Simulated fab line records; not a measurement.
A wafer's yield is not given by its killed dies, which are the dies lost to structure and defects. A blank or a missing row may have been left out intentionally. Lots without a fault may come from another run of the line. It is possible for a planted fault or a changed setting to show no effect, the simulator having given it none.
Chamber matching ; flow n5_finfet ; N5_BEOL_M2_STRIP_19 on rie_diel-05 has 4 sister chambers
The step strips in O2. 16 wafers are shown with their chamber, then 8 later ones without.

== EACH WAFER AND ITS CHAMBER ==
wafer;chamber;showerhead_plenum_p_Torr (Torr);throttle_valve_pct (%);oes_product_au (a.u.)
L077.1;2;2.03;16.3;0.85
L077.4;3;2.16;16.4;0.71
L077.6;0;2.24;16.3;0.91
L081.1;3;2.16;16.4;0.70
L081.5;3;2.16;16.4;0.71
L081.6;0;2.23;16.3;0.87
L082.1;0;2.23;16.3;0.88
L082.5;3;2.16;16.4;0.70
L082.6;0;2.23;16.4;0.86
L084.1;1;2.21;17.2;0.75
L084.2;0;2.23;16.4;0.87
L084.3;2;2.02;16.3;0.82
L090.1;1;2.20;17.3;0.74
L090.2;0;2.22;16.4;0.85
L090.3;2;2.02;16.3;0.81
L092.1;2;2.01;16.3;0.82

SIGNATURES (averages over the wafers above)
reading;chamber 0;chamber 1;chamber 2;chamber 3;scatter within a chamber
showerhead_plenum_p_Torr;2.2300;2.2050;2.0200;2.1600;0.00612
throttle_valve_pct;16.350;17.250;16.300;16.400;0.0408
oes_product_au;0.8733;0.7450;0.8250;0.7050;0.0163
Rule: distance of a wafer from a chamber = root of the sum over the readings of ((wafer's reading minus chamber's mean) / reading's scatter) squared. If the next closest chamber is less than 2 further off than the closest, the wafer can't be placed; otherwise it belongs to the closest. The scatter is the square root of a quotient: the sum, over the shown wafers, of each reading's squared deviation from its chamber's mean, divided by wafers minus chambers.

== WAFERS WHOSE CHAMBER IS MISSING ==
wafer;showerhead_plenum_p_Torr (Torr);throttle_valve_pct (%);oes_product_au (a.u.)
L092.4;2.20;17.3;0.74
L092.6;2.01;16.3;0.81
L096.1;2.01;16.3;0.79
L096.2;2.20;17.3;0.72
L096.6;2.15;16.4;0.70
L095.1;2.22;16.4;0.84
L095.2;2.01;16.3;0.80
L095.5;2.22;16.4;0.84

== EACH ONE'S CHAMBER ==
wafer;from the rows above;in truth
L092.4;1;1
L092.6;2;2
L096.1;2;2
L096.2;1;1
L096.6;3;3
L095.1;0;0
L095.2;2;2
L095.5;0;0
Placed correctly: 8 of 8. Number that these rows cannot place: 0. Placed wrongly: 0.
